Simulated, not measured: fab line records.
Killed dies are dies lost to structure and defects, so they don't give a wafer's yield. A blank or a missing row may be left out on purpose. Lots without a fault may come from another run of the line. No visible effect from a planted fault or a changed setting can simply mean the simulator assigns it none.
fab line records	flow nand-harc
record lots=24	wafers=72	last-day=33
route steps=1302 shown A_CONTACT@1028 A_BLC@1119
lots with no fault: from the same line, run without faults
start-h: start of the lot's first displayed wafer, in hours after the record's first day	wait-h: how many hours have passed since the lot's step before this one	" same as the row above	L1.1+2: several wafers, shown together as one row	- no value present, or no start provided	* or withheld: withheld	< > ~ a bound
route shown NAME@n: a module of which the file shows steps, and the number in the route of the first	usual: average and standard deviation across the fault-free wafers	same: alike in all rows	chamber/n: place in a boat	sites: the reading at each site	_std_site: the standard deviation of these	_edge_site: the outer-site mean with the inner-site mean subtracted	radius-mm: for every site, how far away it sits from the centre of the wafer	mask NAME#n: copy n	behind: the most recent tool/chamber to have shaped the wafer	hold: why the lot went on hold/how many hours it stayed there/how the hold came to an end	device: which transistor (n, p or np) failed to switch	end of line: at the end of the route, the tests of the same wafers	for a step that has no rows: nothing shown but its recipe	killed: at the first sort, the dies lost to defects and structure; wafer yield is something else	map: per-die view of a wafer (x killed, . not killed, _ where there is no die)
set.NAME: the setting that was run; set.NAME@STEP: the one run at that earlier step	model.NAME: the simulator's own value behind a step, which no gauge read
the route's steps for a sample of lots (tables are steps, rows are wafers)
services: when a tool's chamber went out of use (start-h, in hours from the record's first day, below 0 if earlier), for how many hours, and the reason
## steps
# step NHARC_A_CONTACT_DEP_58
# recipe target-thk-a=900	target-thk-nm=90	temp-c=400	pressure-torr=3.5	flow-sccm=200	rf-w=350	material=SiON
# usual heater-power-outer-w=470/61	heater-power-w=811/110	susceptor-temp-C=400.01/0.21
lot.wafer	tool	chamber	start-h	wait-h	heater-power-outer-w	heater-power-w	susceptor-temp-C
L074.3	pecvd-04	0	501.17	1.7	501	738	400.06
L074.2	"	1	"	"	514	903	399.95
L074.5	"	1	"	"	501	900	400.06
L075.2	pecvd-02	2	504.32	2.1	495	785	400.07
L075.3	"	0	"	"	557	1008	400.20
L075.5	"	0	"	"	428	837	400.24
L076.3	pecvd-04	2	512.58	1.7	463	888	399.80
L076.6	"	1	"	"	526	939	399.70
L076.5	"	2	"	"	473	941	399.89
L077.2	pecvd-04	1	541.11	2.2	496	861	400.30
L077.6	"	0	"	"	455	697	400.08
L077.4	"	1	"	"	478	868	399.61
L079.2	pecvd-03	2	542.16	2.2	475	799	400.31
L079.6	"	2	"	"	474	802	400.22
L079.5	"	0	"	"	328	589	400.32
L078.3	pecvd-04	2	548.14	1.7	497	907	399.89
L078.5	"	2	"	"	498	909	399.82
L078.4	"	1	"	"	531	922	400.25
L080.3	pecvd-02	2	562.37	1.7	408	683	399.81
L080.4	"	0	"	"	415	801	400.02
L080.6	"	1	"	"	535	858	400.03
L082.2	pecvd-02	2	583.62	2.2	398	645	400.39
L082.4	"	2	"	"	409	672	400.22
L082.5	"	0	"	"	504	941	399.90
L081.2	pecvd-02	0	585.64	2.2	437	837	400.11
L081.4	"	1	"	"	506	814	400.13
L081.6	"	0	"	"	435	813	400.24
L083.3	pecvd-03	0	588.75	1.7	383	658	400.03
L083.2	"	2	"	"	435	760	399.70
L083.4	"	1	"	"	489	876	400.02
L084.3	pecvd-04	0	589.28	1.6	479	721	400.25
L084.6	"	2	"	"	495	917	400.06
L084.4	"	0	"	"	470	725	400.13
L085.2	pecvd-02	1	616.41	2.2	544	863	400.12
L085.3	"	0	"	"	523	958	400.09
L085.5	"	0	"	"	527	938	400.10
L086.4	pecvd-03	1	618.63	1.2	421	789	399.55
L086.5	"	2	"	"	462	815	399.71
L086.6	"	0	"	"	334	593	399.66
L088.2	pecvd-03	0	634.67	2.2	372	642	399.95
L088.3	"	1	"	"	444	852	399.58
L088.6	"	1	"	"	470	834	399.92
L087.3	pecvd-03	1	635.30	1.7	507	904	399.68
L087.4	"	0	"	"	372	630	400.12
L087.6	"	1	"	"	501	893	399.95
L089.2	pecvd-02	2	637.84	2.2	477	747	400.05
L089.3	"	0	"	"	518	971	400.18
L089.4	"	1	"	"	576	912	399.94
L090.5	pecvd-03	0	660.55	0.6	374	647	400.24
L090.4	"	1	"	"	517	890	400.00
L090.6	"	2	"	"	447	785	399.95
L091.3	pecvd-04	1	662.11	1.7	398	740	400.21
L091.4	"	0	"	"	404	682	399.81
L091.5	"	1	"	"	401	730	400.30
L093.1	pecvd-04	2	678.86	2.7	548	964	400.27
L093.6	"	0	"	"	434	700	400.01
L093.5	"	2	"	"	546	988	400.00
L092.3	pecvd-02	2	681.19	2.0	465	744	400.19
L092.5	"	2	"	"	469	720	400.36
L092.4	"	0	"	"	480	908	400.05
L094.1	pecvd-02	2	692.62	2.7	483	767	400.32
L094.3	"	0	"	"	394	778	400.15
L094.6	"	1	"	"	504	844	399.96
L095.1	pecvd-03	2	707.27	2.7	394	733	399.81
L095.4	"	1	"	"	484	869	400.15
L095.5	"	0	"	"	320	553	399.62
L097.3	pecvd-04	2	713.79	1.7	573	1005	399.90
L097.1	"	0	"	"	495	779	400.28
L097.5	"	2	"	"	585	1012	400.14
L096.2	pecvd-02	2	716.11	2.2	408	683	399.71
L096.5	"	1	"	"	583	924	400.15
L096.4	"	0	"	"	474	888	399.90
# step NHARC_A_CONTACT_ETCH_129
# recipe source-w=withheld	pressure-mtorr=20	bias-v=3000	time-s=197	target-depth-a=19180	ar-flow-sccm=withheld	c4f8-flow-sccm=withheld	o2-flow-sccm=withheld	chemistry=C4F8/O2/Ar
lot.wafer	tool	chamber	start-h	wait-h	rf-hours-counter-h
L074.2	har-cap-etch-02	0	504.67	0.1	80
L074.3	"	0	"	"	-
L074.5	"	0	"	"	-
L075.2	har-cap-etch-02	0	507.68	0.1	82
L075.3	"	0	"	"	-
L075.5	"	0	"	"	-
L076.3	har-cap-etch-02	0	515.93	0.1	-
L076.6	"	0	"	"	-
L076.5	"	1	"	"	-
L077.2	har-cap-etch-02	1	544.30	0.1	89
L077.4	"	1	"	"	-
L077.6	"	1	"	"	-
L079.2	har-cap-etch-03	1	546.48	0.2	48
L079.6	"	1	"	"	-
L079.5	"	0	"	"	-
L078.4	har-cap-etch-01	0	551.87	0.2	-
L078.3	"	1	"	"	-
L078.5	"	1	"	"	-
L080.4	har-cap-etch-03	0	565.61	0.1	-
L080.3	"	1	"	"	-
L080.6	"	1	"	"	-
L082.2	har-cap-etch-02	0	586.98	0.1	95
L082.4	"	1	"	"	-
L082.5	"	0	"	"	-
L081.2	har-cap-etch-01	0	588.93	0.1	11
L081.4	"	1	"	"	-
L081.6	"	1	"	"	-
L083.2	har-cap-etch-03	0	592.10	0.1	58
L083.3	"	0	"	"	-
L083.4	"	1	"	"	-
L084.3	har-cap-etch-02	1	592.66	0.1	-
L084.4	"	0	"	"	-
L084.6	"	1	"	"	-
L085.2	har-cap-etch-01	0	619.76	0.1	16
L085.3	"	1	"	"	-
L085.5	"	1	"	"	-
L086.4	har-cap-etch-03	1	622.33	0.2	-
L086.5	"	0	"	"	-
L086.6	"	1	"	"	-
L088.2	har-cap-etch-01	0	637.96	0.1	20
L088.3	"	1	"	"	-
L088.6	"	0	"	"	-
L087.4	har-cap-etch-03	1	638.81	0.1	-
L087.3	"	0	"	"	-
L087.6	"	0	"	"	-
L089.2	har-cap-etch-02	1	641.24	0.1	107
L089.4	"	0	"	"	-
L089.3	"	1	"	"	-
L090.4	har-cap-etch-02	0	663.92	0.1	-
L090.6	"	0	"	"	-
L090.5	"	1	"	"	-
L091.3	har-cap-etch-01	1	665.38	0.1	-
L091.4	"	0	"	"	-
L091.5	"	1	"	"	-
L093.1	har-cap-etch-03	1	682.16	0.1	76
L093.6	"	1	"	"	-
L093.5	"	0	"	"	-
L092.4	har-cap-etch-02	0	684.67	0.1	-
L092.3	"	1	"	"	-
L092.5	"	1	"	"	-
L094.1	har-cap-etch-01	1	695.95	0.1	31
L094.3	"	1	"	"	-
L094.6	"	0	"	"	-
L095.1	har-cap-etch-02	1	710.93	0.2	119
L095.4	"	1	"	"	-
L095.5	"	1	"	"	-
L097.1	har-cap-etch-02	1	717.77	0.2	121
L097.3	"	0	"	"	-
L097.5	"	1	"	"	-
L096.2	har-cap-etch-03	0	719.42	0.1	84
L096.4	"	1	"	"	-
L096.5	"	1	"	"	-
# step NHARC_A_CONTACT_ETCH_130
# recipe source-w=withheld	pressure-mtorr=20	bias-v=3000	time-s=197	target-depth-a=19180	ar-flow-sccm=withheld	c4f8-flow-sccm=withheld	o2-flow-sccm=withheld	chemistry=C4F8/O2/Ar
lot.wafer	tool	chamber	start-h	wait-h	rf-hours-counter-h
L074.2	har-cap-etch-02	0	504.85	0.1	80
L074.3	"	0	"	"	-
L074.5	"	0	"	"	-
L075.2	har-cap-etch-02	0	507.85	0.1	82
L075.3	"	0	"	"	-
L075.5	"	0	"	"	-
L076.3	har-cap-etch-02	0	516.11	0.1	-
L076.6	"	0	"	"	-
L076.5	"	1	"	"	-
L077.2	har-cap-etch-02	1	544.47	0.1	89
L077.4	"	1	"	"	-
L077.6	"	1	"	"	-
L079.2	har-cap-etch-03	1	546.72	0.2	48
L079.6	"	1	"	"	-
L079.5	"	0	"	"	-
L078.4	har-cap-etch-01	0	552.09	0.2	-
L078.3	"	1	"	"	-
L078.5	"	1	"	"	-
L080.4	har-cap-etch-03	0	565.78	0.1	-
L080.3	"	1	"	"	-
L080.6	"	1	"	"	-
L082.2	har-cap-etch-02	0	587.16	0.1	96
L082.4	"	1	"	"	-
L082.5	"	0	"	"	-
L081.2	har-cap-etch-01	0	589.11	0.1	11
L081.4	"	1	"	"	-
L081.6	"	1	"	"	-
L083.2	har-cap-etch-03	0	592.28	0.1	59
L083.3	"	0	"	"	-
L083.4	"	1	"	"	-
L084.3	har-cap-etch-02	1	592.83	0.1	-
L084.4	"	0	"	"	-
L084.6	"	1	"	"	-
L085.2	har-cap-etch-01	0	619.94	0.1	16
L085.3	"	1	"	"	-
L085.5	"	1	"	"	-
L086.4	har-cap-etch-03	1	622.57	0.2	-
L086.5	"	0	"	"	-
L086.6	"	1	"	"	-
L088.2	har-cap-etch-01	0	638.14	0.1	20
L088.3	"	1	"	"	-
L088.6	"	0	"	"	-
L087.4	har-cap-etch-03	1	638.98	0.1	-
L087.3	"	0	"	"	-
L087.6	"	0	"	"	-
L089.2	har-cap-etch-02	1	641.41	0.1	107
L089.4	"	0	"	"	-
L089.3	"	1	"	"	-
L090.4	har-cap-etch-02	0	664.10	0.1	-
L090.6	"	0	"	"	-
L090.5	"	1	"	"	-
L091.3	har-cap-etch-01	1	665.55	0.1	-
L091.4	"	0	"	"	-
L091.5	"	1	"	"	-
L093.1	har-cap-etch-03	1	682.34	0.1	76
L093.6	"	1	"	"	-
L093.5	"	0	"	"	-
L092.4	har-cap-etch-02	0	684.85	0.1	-
L092.3	"	1	"	"	-
L092.5	"	1	"	"	-
L094.1	har-cap-etch-01	1	696.13	0.1	32
L094.3	"	1	"	"	-
L094.6	"	0	"	"	-
L095.1	har-cap-etch-02	1	711.17	0.2	119
L095.4	"	1	"	"	-
L095.5	"	1	"	"	-
L097.1	har-cap-etch-02	1	718.00	0.2	121
L097.3	"	0	"	"	-
L097.5	"	1	"	"	-
L096.2	har-cap-etch-03	0	719.59	0.1	84
L096.4	"	1	"	"	-
L096.5	"	1	"	"	-
# step NHARC_A_CONTACT_ETCH_132
# recipe source-w=withheld	pressure-mtorr=20	bias-v=3000	time-s=197	target-depth-a=19240	ar-flow-sccm=withheld	c4f8-flow-sccm=withheld	o2-flow-sccm=withheld	chemistry=C4F8/O2/Ar
lot.wafer	tool	chamber	start-h	wait-h	rf-hours-counter-h
L074.2	har-cap-etch-02	0	505.20	0.1	80
L074.3	"	0	"	"	-
L074.5	"	0	"	"	-
L075.2	har-cap-etch-02	0	508.20	0.1	82
L075.3	"	0	"	"	-
L075.5	"	0	"	"	-
L076.3	har-cap-etch-02	0	516.47	0.1	-
L076.6	"	0	"	"	-
L076.5	"	1	"	"	-
L077.2	har-cap-etch-02	1	544.83	0.1	89
L077.4	"	1	"	"	-
L077.6	"	1	"	"	-
L079.2	har-cap-etch-03	1	547.19	0.2	49
L079.6	"	1	"	"	-
L079.5	"	0	"	"	-
L078.4	har-cap-etch-01	0	552.43	0.1	-
L078.3	"	1	"	"	-
L078.5	"	1	"	"	-
L080.4	har-cap-etch-03	0	566.14	0.1	-
L080.3	"	1	"	"	-
L080.6	"	1	"	"	-
L082.2	har-cap-etch-02	0	587.51	0.1	96
L082.4	"	1	"	"	-
L082.5	"	0	"	"	-
L081.2	har-cap-etch-01	0	589.46	0.1	12
L081.4	"	1	"	"	-
L081.6	"	1	"	"	-
L083.2	har-cap-etch-03	0	592.63	0.1	59
L083.3	"	0	"	"	-
L083.4	"	1	"	"	-
L084.3	har-cap-etch-02	1	593.19	0.1	-
L084.4	"	0	"	"	-
L084.6	"	1	"	"	-
L085.2	har-cap-etch-01	0	620.30	0.1	16
L085.3	"	1	"	"	-
L085.5	"	1	"	"	-
L086.4	har-cap-etch-03	1	623.04	0.2	-
L086.5	"	0	"	"	-
L086.6	"	1	"	"	-
L088.2	har-cap-etch-01	0	638.49	0.1	20
L088.3	"	1	"	"	-
L088.6	"	0	"	"	-
L087.4	har-cap-etch-03	1	639.33	0.1	-
L087.3	"	0	"	"	-
L087.6	"	0	"	"	-
L089.2	har-cap-etch-02	1	641.76	0.1	108
L089.4	"	0	"	"	-
L089.3	"	1	"	"	-
L090.4	har-cap-etch-02	0	664.45	0.1	-
L090.6	"	0	"	"	-
L090.5	"	1	"	"	-
L091.3	har-cap-etch-01	1	665.90	0.1	-
L091.4	"	0	"	"	-
L091.5	"	1	"	"	-
L093.1	har-cap-etch-03	1	682.69	0.1	76
L093.6	"	1	"	"	-
L093.5	"	0	"	"	-
L092.4	har-cap-etch-02	0	685.21	0.1	-
L092.3	"	1	"	"	-
L092.5	"	1	"	"	-
L094.1	har-cap-etch-01	1	696.48	0.1	32
L094.3	"	1	"	"	-
L094.6	"	0	"	"	-
L095.1	har-cap-etch-02	1	711.63	0.2	120
L095.4	"	1	"	"	-
L095.5	"	1	"	"	-
L097.1	har-cap-etch-02	1	718.47	0.2	121
L097.3	"	0	"	"	-
L097.5	"	1	"	"	-
L096.2	har-cap-etch-03	0	719.94	0.1	84
L096.4	"	1	"	"	-
L096.5	"	1	"	"	-
# step NHARC_A_CONTACT_ETCH_92
# recipe target-depth-a=400	over-etch-frac=0.5	time-s=85.7	ion-energy-ev=120	ch3f-flow-sccm=50	o2-flow-sccm=30	ar-flow-sccm=200	rf-w=500	bias-w=100	chemistry=CH3F/O2
# usual drypump-motor-current-A=5.8/0.55	o2-flow-sccm=30.01/0.088	oes-product-au=0.935/0.023	rf-vpp-V=243.8/1.9	showerhead-plenum-p-Torr=2.41/0.12	throttle-valve-pct=20.661/0.0088
lot.wafer	tool	chamber	start-h	wait-h	drypump-motor-current-A	o2-flow-sccm	oes-product-au	rf-hours-counter-h	rf-vpp-V	showerhead-plenum-p-Torr	throttle-valve-pct
L074.3	rie-diel-13	1	512.94	0.4	5.2	29.92	0.944	27	243.7	2.30	20.658
L074.2	"	3	"	"	5.2	30.02	0.954	25	242.1	2.33	20.645
L074.5	"	1	"	"	5.2	30.02	0.934	-	241.8	2.30	20.659
L075.3	rie-diel-13	3	515.90	0.4	5.2	29.91	0.944	26	243.8	2.34	20.662
L075.2	"	1	"	"	5.2	30.03	0.930	27	242.3	2.30	20.662
L075.5	"	1	"	"	5.1	30.00	0.936	-	243.6	2.30	20.667
L076.3	rie-diel-11	1	526.54	0.4	6.4	30.04	0.938	27	245.8	2.49	20.655
L076.5	"	0	"	"	5.3	30.09	0.930	-	247.0	2.60	20.657
L076.6	"	1	"	"	6.4	29.97	0.936	-	244.7	2.49	20.674
L077.4	rie-diel-13	3	553.53	0.4	5.1	30.12	0.925	5	242.8	2.33	20.665
L077.2	"	0	"	"	6.5	30.07	0.939	5	246.6	2.60	20.655
L077.6	"	1	"	"	5.2	29.90	0.916	-	242.0	2.30	20.665
L079.2	rie-diel-13	1	557.32	0.5	5.2	30.04	0.917	5	241.9	2.30	20.670
L079.5	"	0	"	"	6.5	29.89	0.929	-	248.3	2.60	20.649
L079.6	"	1	"	"	5.1	30.16	0.918	-	242.7	2.30	20.671
L078.3	rie-diel-13	1	562.20	0.4	5.2	30.01	0.933	6	242.4	2.30	20.660
L078.4	"	3	"	"	5.2	30.08	0.933	7	243.4	2.33	20.661
L078.5	"	0	"	"	6.5	29.91	0.938	-	245.5	2.60	20.657
L080.3	rie-diel-13	0	575.04	0.4	6.5	30.04	0.934	9	245.4	2.60	20.633
L080.4	"	1	"	"	5.1	29.94	0.918	9	242.2	2.30	20.654
L080.6	"	2	"	"	5.9	30.10	0.923	-	242.9	2.33	20.657
L082.4	rie-diel-13	0	596.63	0.4	6.5	29.95	0.934	13	246.1	2.60	20.670
L082.2	"	1	"	"	5.2	29.82	0.922	13	241.4	2.29	20.684
L082.5	"	3	"	"	5.2	30.12	0.915	-	242.5	2.33	20.646
L081.2	rie-diel-13	3	597.99	0.5	5.2	29.87	0.927	14	242.1	2.33	20.675
L081.4	"	1	"	"	5.2	29.97	0.912	13	242.6	2.29	20.640
L081.6	"	3	"	"	5.1	29.96	0.912	-	242.8	2.33	20.669
L084.4	rie-diel-11	1	602.14	0.4	6.4	30.01	0.933	50	244.3	2.48	20.665
L084.3	"	2	"	"	5.5	30.09	0.925	47	243.2	2.34	20.659
L084.6	"	3	"	"	6.3	30.05	0.920	-	244.2	2.50	20.662
L083.2	rie-diel-13	0	603.49	0.5	6.6	30.03	0.920	14	246.4	2.60	20.659
L083.3	"	1	"	"	5.2	29.96	0.915	14	242.1	2.29	20.662
L083.4	"	3	"	"	5.2	30.12	0.918	14	243.5	2.33	20.669
L085.2	rie-diel-13	3	630.00	0.5	5.1	29.92	0.930	20	243.4	2.33	20.668
L085.3	"	0	"	"	6.5	29.92	0.922	18	246.3	2.60	20.650
L085.5	"	1	"	"	5.1	30.02	0.916	-	242.4	2.29	20.664
L086.4	rie-diel-13	2	631.57	0.4	5.9	30.11	0.904	21	242.2	2.32	20.668
L086.5	"	0	"	"	6.5	30.07	0.917	-	245.5	2.60	20.645
L086.6	"	1	"	"	5.1	29.91	0.915	-	242.6	2.29	20.660
L088.3	rie-diel-11	1	646.86	0.5	6.4	29.97	0.939	4	244.3	2.48	20.665
L088.2	"	2	"	"	5.5	30.03	0.935	8	243.2	2.33	20.660
L088.6	"	1	"	"	6.3	30.16	0.929	-	243.5	2.48	20.648
L087.4	rie-diel-13	3	648.22	0.4	5.2	30.03	0.931	24	242.2	2.33	20.658
L087.3	"	0	"	"	6.5	29.94	0.923	22	246.3	2.60	20.664
L087.6	"	2	"	"	5.9	30.11	0.916	-	242.0	2.32	20.647
L089.4	rie-diel-10	0	649.48	0.4	6.3	30.08	0.993	14	244.5	2.40	20.668
L089.2	"	1	"	"	6.1	30.07	1.003	15	244.8	2.36	20.672
L089.3	"	3	"	"	6.1	30.00	1.004	12	244.0	2.46	20.661
L090.4	rie-diel-10	2	673.96	0.5	5.5	30.01	0.937	15	245.9	2.63	20.673
L090.5	"	3	"	"	6.2	30.01	0.939	-	242.8	2.46	20.659
L090.6	"	0	"	"	6.3	29.91	0.936	-	242.8	2.40	20.661
L091.3	rie-diel-10	0	678.21	0.4	6.3	30.00	0.929	22	243.8	2.40	20.665
L091.4	"	1	"	"	6.1	30.00	0.918	23	242.8	2.36	20.655
L091.5	"	0	"	"	6.3	30.06	0.926	-	241.1	2.40	20.663
L093.1	rie-diel-13	2	690.29	0.5	5.9	30.16	0.920	28	242.4	2.32	20.669
L093.6	"	1	"	"	5.1	30.06	0.909	-	240.3	2.29	20.659
L093.5	"	2	"	"	5.9	30.02	0.922	-	242.6	2.32	20.671
L092.4	rie-diel-10	1	693.82	0.4	6.2	29.88	0.928	28	241.9	2.36	20.665
L092.3	"	3	"	"	6.1	29.97	0.935	26	244.3	2.46	20.671
L092.5	"	0	"	"	6.3	30.03	0.934	-	243.5	2.39	20.657
L094.1	rie-diel-13	0	706.88	0.5	6.5	30.07	1.011	0	245.6	2.59	20.661
L094.3	"	1	"	"	5.2	30.12	1.002	0	242.4	2.29	20.658
L094.6	"	2	"	"	5.9	30.02	0.998	-	242.3	2.32	20.646
L095.1	rie-diel-13	1	720.95	0.6	5.2	30.17	0.917	3	243.8	2.29	20.660
L095.4	"	2	"	"	5.9	30.09	0.912	3	241.0	2.32	20.672
L095.5	"	3	"	"	5.2	29.94	0.929	-	244.0	2.32	20.659
L097.1	rie-diel-13	0	727.31	0.5	6.5	30.05	0.974	4	248.1	2.59	20.660
L097.3	"	2	"	"	5.9	29.84	0.950	4	240.8	2.32	20.661
L097.5	"	1	"	"	5.2	29.97	0.951	-	242.5	2.29	20.657
L096.4	rie-diel-13	0	733.03	0.4	6.5	29.87	0.942	5	245.5	2.59	20.662
L096.2	"	2	"	"	5.9	30.10	0.922	4	243.0	2.32	20.658
L096.5	"	3	"	"	5.2	29.97	0.924	-	241.6	2.32	20.655
# step NHARC_A_BLC_INSPECT_12
# usual raw-defect-count=85/37
lot.wafer	tool	chamber	start-h	wait-h	raw-defect-count
L074.2	defect-inspect-01	-	516.22	0.0	18
L074.3	"	-	"	"	15
L074.5	"	-	"	"	15
L075.2	defect-inspect-02	-	519.29	0.0	51
L075.3	"	-	"	"	57
L075.5	"	-	"	"	67
L076.3	defect-inspect-02	-	529.79	0.0	164
L076.5	"	-	"	"	159
L076.6	"	-	"	"	151
L077.2	defect-inspect-02	-	557.80	0.0	55
L077.4	"	-	"	"	60
L077.6	"	-	"	"	61
L079.2	defect-inspect-01	-	560.63	0.0	72
L079.5	"	-	"	"	52
L079.6	"	-	"	"	68
L078.3	defect-inspect-02	-	565.36	0.0	141
L078.4	"	-	"	"	137
L078.5	"	-	"	"	155
L080.3	defect-inspect-01	-	578.21	0.0	27
L080.4	"	-	"	"	35
L080.6	"	-	"	"	23
L082.2	defect-inspect-01	-	599.95	0.0	109
L082.4	"	-	"	"	124
L082.5	"	-	"	"	130
L081.2	defect-inspect-02	-	601.28	0.0	86
L081.4	"	-	"	"	97
L081.6	"	-	"	"	82
L084.3	defect-inspect-01	-	605.69	0.0	81
L084.4	"	-	"	"	83
L084.6	"	-	"	"	98
L083.2	defect-inspect-01	-	606.79	0.0	85
L083.3	"	-	"	"	90
L083.4	"	-	"	"	83
L085.2	defect-inspect-01	-	633.36	0.0	90
L085.3	"	-	"	"	80
L085.5	"	-	"	"	87
L086.4	defect-inspect-01	-	634.84	0.0	155
L086.5	"	-	"	"	114
L086.6	"	-	"	"	133
L087.3	defect-inspect-02	-	651.47	0.0	88
L087.4	"	-	"	"	102
L087.6	"	-	"	"	81
L088.2	defect-inspect-01	-	651.70	0.0	76
L088.3	"	-	"	"	53
L088.6	"	-	"	"	84
L089.2	defect-inspect-01	-	652.64	0.0	119
L089.3	"	-	"	"	138
L089.4	"	-	"	"	149
L090.4	defect-inspect-01	-	677.34	0.0	71
L090.5	"	-	"	"	47
L090.6	"	-	"	"	45
L091.3	defect-inspect-02	-	681.67	0.0	111
L091.4	"	-	"	"	114
L091.5	"	-	"	"	119
L093.1	defect-inspect-02	-	693.42	0.0	109
L093.5	"	-	"	"	119
L093.6	"	-	"	"	110
L092.3	defect-inspect-01	-	697.08	0.0	77
L092.4	"	-	"	"	76
L092.5	"	-	"	"	51
L094.1	defect-inspect-02	-	710.01	0.0	60
L094.3	"	-	"	"	79
L094.6	"	-	"	"	65
L095.1	defect-inspect-01	-	724.22	0.0	26
L095.4	"	-	"	"	34
L095.5	"	-	"	"	24
L097.1	defect-inspect-02	-	730.68	0.0	102
L097.3	"	-	"	"	79
L097.5	"	-	"	"	87
L096.2	defect-inspect-02	-	736.31	0.0	99
L096.4	"	-	"	"	102
L096.5	"	-	"	"	105
## services
tool	chamber	start-h	hours	kind
har-cap-etch-01	-	498.78	17.0	pm
pecvd-03	0	510.37	4.9	repair
pecvd-02	-	511.44	2.5	repair
rie-diel-13	2	515.42	8.9	repair
pecvd-04	-	516.54	1.6	repair
rie-diel-13	-	519.50	9.0	pm
pecvd-03	-	547.27	13.0	pm
har-cap-etch-03	-	551.01	1.0	repair
rie-diel-13	0	581.21	2.0	repair
rie-diel-10	2	582.99	5.5	repair
pecvd-02	1	587.80	3.9	repair
pecvd-02	-	589.00	13.0	pm
rie-diel-10	-	602.53	9.0	pm
rie-diel-10	2	621.33	14.7	repair
pecvd-04	-	631.15	13.0	pm
rie-diel-13	2	656.08	23.4	repair
rie-diel-13	0	658.12	8.8	repair
rie-diel-13	-	661.48	13.2	repair
har-cap-etch-02	-	680.07	1.0	repair
rie-diel-13	-	681.11	1.4	repair
rie-diel-13	-	696.50	9.0	pm
har-cap-etch-03	-	716.22	0.6	repair
rie-diel-10	1	722.44	14.7	repair
pecvd-03	-	728.27	13.0	pm
## key
fault none
